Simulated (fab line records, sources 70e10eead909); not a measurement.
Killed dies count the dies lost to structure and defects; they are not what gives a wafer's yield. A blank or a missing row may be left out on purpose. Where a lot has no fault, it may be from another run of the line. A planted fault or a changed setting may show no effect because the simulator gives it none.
2 desks, one fault -- flow nand harc -- every desk sees just its own numbers, and what lay behind them comes last

THE DEFECT DESK
For each lot, the counts of the inspections along the route, averaged over the sampled wafers that have a number. A lot is out of limits, marked OUT, if its mean lies more than 4 standard deviations from the usual mean; the brackets give that distance.
Columns: A = raw defect count at NHARC_A_M1_INSPECT_11, usual 32
lot,first seen here,A
L365,day 17 22:08,29
L366,day 17 22:50,16
L367,day 18 00:41,30
L363,day 18 01:26,41
L364,day 19 01:12,27
L373,day 20 21:50,1399 (+91) OUT
L374,day 21 00:23,1406 (+92) OUT
L380,day 21 13:04,25
L379,day 21 19:28,49
L382,day 22 06:20,28
This desk's finding: out of limits on L373, L374; first on L373, day 20 21:50 (raw defect count at NHARC_A_M1_INSPECT_11). In limits: L365, L366, L367, L363, L364, L380, L379, L382.

TOOL OWNER'S DESK, pecvd-01
The tool's own readings at NHARC_A_M1_DEP_00 (deposits SiOC, target thk 182.5 nm): means of the sampled wafers that have a number, for each lot that ran on this tool. A lot is out of limits, marked OUT, if its mean lies more than 4 standard deviations from the usual mean; the brackets give that distance.
Columns: A = rf fwd power W at NHARC_A_M1_DEP_00, usual 598.9 W
lot,first seen here,A
L363,day 18 00:35,599.3
L364,day 19 00:25,599.8
L373,day 20 20:52,598.9
L374,day 20 23:26,600.4
This desk's verdict: no lot among the 4 shows anything out of limits.

TAKEN TOGETHER
The defect desk could have raised an alarm at day 20 21:50, on L373, L374.
The tool owner's desk saw nothing out of limits.
The tool owner's desk has L373, L374 on record, within its limits.
NHARC_A_M1_DEP_00 was run on pecvd-01 by each of the lots named.

WHAT THE SIMULATOR HAD PUT IN
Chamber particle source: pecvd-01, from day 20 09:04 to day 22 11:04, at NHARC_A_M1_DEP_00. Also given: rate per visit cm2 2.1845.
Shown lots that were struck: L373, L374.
Hours from the fault's start to each desk's first reading out of limits: the defect desk, 13.
